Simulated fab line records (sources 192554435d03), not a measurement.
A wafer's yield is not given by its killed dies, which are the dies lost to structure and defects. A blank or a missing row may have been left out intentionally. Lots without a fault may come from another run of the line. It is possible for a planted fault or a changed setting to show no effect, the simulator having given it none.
Lot-split experiment -- flow n5 finfet -- route with 1938 steps; 7 lots, 21 wafers read

== THE SPLIT ITSELF ==
At N5_BEOL_M0_SAQP_SPACER1_ALD_98 (deposits SiO2, target thk 12.8 nm, pulse time 1 s, purge time 2 s), the setting ald cycles was moved away from the recipe's 138 on 9 of the 21 wafers read, by -10.1% to +15.9%. All remaining wafers had this setting at the recipe value.

== FROM THE SPLIT TO THE READING: what the file shows between them, 2 steps ==
- N5_BEOL_M0_SAQP_SPACER1_ETCHBACK_99: etches SiO2 in CHF3/O2, target depth 15.4 nm, time 7.7 s
- N5_BEOL_M0_SAQP_MANDREL1_REMOVE_100: chemistry HBr/Cl2/O2, target a-Si, stops on SiNx, bt time 10 s

== THE READING ==
cd nm at N5_BEOL_M0_SAQP_CD_MEAS_25, given in nm (cd target 13.1 nm). A value of 12.77 nm with a standard deviation of 0.27 nm is what fault-free wafers of this fab line usually give.

wafer,"tool, chamber at the split",ald cycles as run,against the recipe,"cd nm, nm",against lot-mates on the recipe
L075.1,"ald sin-02, 3",160,+15.9%,14.46,+1.95
L075.2,"ald sin-02, 1",160,+15.9%,14.90,+2.39
L075.5,"ald sin-02, 1",138,recipe,12.51,-
L078.1,"ald sin-03, 3,2,2",138,recipe,12.17,-
L078.2,"ald sin-03, 3,2,2",138,recipe,12.70,-
L078.5,"ald sin-03, 3,2,2",138,recipe,12.60,-
L079.2,"ald sin-04, 0",126,-8.7%,11.86,-1.10
L079.3,"ald sin-04, 3",126,-8.7%,11.91,-1.05
L079.4,"ald sin-04, 2",138,recipe,12.96,-
L085.1,"ald sin-04, 0,3",138,recipe,12.76,-
L085.5,"ald sin-04, 2",156,+13.0%,14.23,+1.37
L085.6,"ald sin-04, 0,3",138,recipe,12.97,-
L090.2,"ald sin-02, 0",138,recipe,12.73,-
L090.5,"ald sin-02, 0",138,recipe,12.88,-
L090.6,"ald sin-02, 2",138,recipe,12.97,-
L096.1,"ald sin-02, 3,2,3",156,+13.0%,14.76,no lot-mate on the recipe
L096.4,"ald sin-02, 3,2,3",156,+13.0%,14.60,no lot-mate on the recipe
L096.6,"ald sin-02, 3,2,3",156,+13.0%,14.40,no lot-mate on the recipe
L097.1,"ald sin-03, 2",124,-10.1%,11.85,-1.08
L097.2,"ald sin-03, 0",138,recipe,12.67,-
L097.4,"ald sin-03, 0",138,recipe,13.20,-
If several chambers appear in one row, that row covers several wafers at once and the file leaves open which wafer was in which chamber.

THE FIT
A straight line over all 21 wafers: cd nm changes by +0.12 nm for each +1% of ald cycles; r = +0.97; the points scatter about the line by 0.25 nm.
The same after taking each lot's own level away (the mean of its wafers on the recipe; 18 wafers): +0.125 nm for each +1%; r = +0.98; scatter 0.2 nm.
The reading moves by 2 nm for the largest change in ald cycles, on that fit.
Measured against the standard deviation above, the lots' own levels, which go from 12.490 to 12.960 nm, span 1.7 times it.
Consequently the slope shifts little with the lot-to-lot level, the two slopes agreeing.
Check: for one of the wafers moved furthest among these (+15.9%), held out of the fit, the line's prediction against its lot-mates is +2.03 nm. It came out at +1.95 nm against them.

== THE WHOLE CHAIN: every reading that the file lists as answering this split, in the file's order ==
step,what it does,reading,change (the file's fit),r (the file's)
N5_BEOL_M0_SAQP_SPACER1_ALD_98,"deposits SiO2, target thk 12.8 nm, pulse time 1 s, purge time 2 s","SiO2_of_BEOL_M0_SAQP_SPACER1_ALD_98.thk nm (the simulator's own value, which no gauge read)",+0.124 nm for each +1% of the setting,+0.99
N5_BEOL_M0_SAQP_MANDREL1_REMOVE_100,"chemistry HBr/Cl2/O2, target a-Si, stops on SiNx, bt time 10 s","BEOL_M0_SAQP.cd nm (the simulator's own value, which no gauge read)",+0.125 nm for each +1% of the setting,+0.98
N5_BEOL_M0_SAQP_MANDREL1_REMOVE_100,"chemistry HBr/Cl2/O2, target a-Si, stops on SiNx, bt time 10 s","SiO2_of_BEOL_M0_SAQP_SPACER1_ALD_98.thk nm (the simulator's own value, which no gauge read)",+0.127 nm for each +1% of the setting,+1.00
N5_BEOL_M0_SAQP_CD_MEAS_25,target cd 13.1 nm,cd nm,+0.121 nm for each +1% of the setting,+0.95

== THE FILE'S OWN FIT ==
cd nm changes by +0.121 nm for each +1% of ald cycles, r = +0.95.
